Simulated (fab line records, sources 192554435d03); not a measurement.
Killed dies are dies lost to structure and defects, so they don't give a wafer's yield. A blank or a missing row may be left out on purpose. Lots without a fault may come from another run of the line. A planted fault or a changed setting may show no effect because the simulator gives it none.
Split-lot experiment | flow n5_finfet | 7 lots, 21 wafers read, on a route of 1938 steps

THE SPLIT
At N5_MOL_CONTACT_COAG_ALD_27 (deposits SiOC, target thk 17 nm, pulse time 1.5 s, time 2720 s), the setting ald_cycles was moved away from the recipe's 340 on 10 of the 21 wafers read, by -16.2% to +16.2%. The other wafers ran this setting at the recipe's value.

The reading is taken at the split's own step.

THE READING
SiOC_of_MOL_CONTACT_COAG_ALD_27.thk_nm (the simulator's own value, which no gauge read), in nm, at N5_MOL_CONTACT_COAG_ALD_27 (deposits SiOC, target thk 17 nm, pulse time 1.5 s, time 2720 s). The file gives no usual value for it. The 11 wafers here that ran the recipe average 17.1 nm, standard deviation 0.12 nm.

wafer  | tool, chamber at the split | ald_cycles as run | against the recipe | SiOC_of_MOL_CONTACT_COAG_ALD_27.thk_nm, nm | against lot-mates on the recipe
L074.2 | ald_sin-03, 2              | 395               | +16.2%             | 19.8                                       | +2.8
L074.4 | ald_sin-03, 3              | 395               | +16.2%             | 19.6                                       | +2.6
L074.6 | ald_sin-03, 2              | 340               | recipe             | 17                                         | -
L077.1 | ald_sin-04, 0,1            | 320               | -5.9%              | 16                                         | -1.2
L077.2 | ald_sin-04, 0,1            | 320               | -5.9%              | 16                                         | -1.2
L077.4 | ald_sin-04, 2              | 340               | recipe             | 17.2                                       | -
L078.2 | ald_sin-03, 1,3            | 320               | -5.9%              | 16                                         | -0.8
L078.6 | ald_sin-03, 1,3            | 320               | -5.9%              | 16                                         | -0.8
L078.3 | ald_sin-03, 0              | 340               | recipe             | 16.8                                       | -
L087.1 | ald_sin-01, 1              | 340               | recipe             | 17.2                                       | -
L087.6 | ald_sin-01, 1              | 340               | recipe             | 17.2                                       | -
L087.2 | ald_sin-01, 2              | 340               | recipe             | 17                                         | -
L089.4 | ald_sin-01, 1,0            | 340               | recipe             | 17                                         | -
L089.6 | ald_sin-01, 1,0            | 340               | recipe             | 17                                         | -
L089.5 | ald_sin-01, 3              | 373               | +9.7%              | 18.6                                       | +1.6
L090.1 | ald_sin-04, 2,3            | 340               | recipe             | 17                                         | -
L090.6 | ald_sin-04, 2,3            | 340               | recipe             | 17                                         | -
L090.4 | ald_sin-04, 1              | 340               | recipe             | 17.2                                       | -
L091.2 | ald_sin-01, 2              | 285               | -16.2%             | 14.2                                       | no lot-mate on the recipe
L091.5 | ald_sin-01, 0,1            | 285               | -16.2%             | 14.4                                       | no lot-mate on the recipe
L091.6 | ald_sin-01, 0,1            | 285               | -16.2%             | 14.4                                       | no lot-mate on the recipe
Where a row lists several chambers, the file gives one row for several wafers and doesn't say which wafer went through which chamber.

THE FIT
A straight line over all 21 wafers: SiOC_of_MOL_CONTACT_COAG_ALD_27.thk_nm changes by +0.167 nm for each +1% of ald_cycles; r = +1.00; the points scatter about the line by 0.11 nm.
The same after taking each lot's own level away (the mean of its wafers on the recipe; 18 wafers): +0.167 nm for each +1%; r = +0.99; scatter 0.12 nm.
On that fit, the largest move of ald_cycles shifts the reading by 2.7 nm.
The lots' own levels span 16.80 to 17.20 nm, that is 3.2 times the standard deviation above.
So the lot-to-lot level changes the slope little: the two slopes agree.
Check: with one of the wafers moved furthest among these (+16.2%) left out of the fit, the line predicts +2.64 nm for it against its lot-mates. It came out at +2.8 nm against them.

OTHER SPLITS ON THESE WAFERS
These wafers also went through other splits before the reading. Each is held against what the fit with the lots' levels taken away leaves over:
other split on the same wafers        | wafers away from the commonest value | r with SiOC_of_MOL_CONTACT_COAG_ALD_27.thk_nm (lot level and that fit taken away)
N5_HKMG_FIN_DEVELOP_11 develop_time_s | 7                                    | +0.24
N5_GATE_CUT_CUT_ETCH_53 icp_w         | 9                                    | -0.18

THE FILE'S OWN FIT
SiOC_of_MOL_CONTACT_COAG_ALD_27.thk_nm changes by +0.167 nm for each +1% of ald_cycles, r = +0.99.
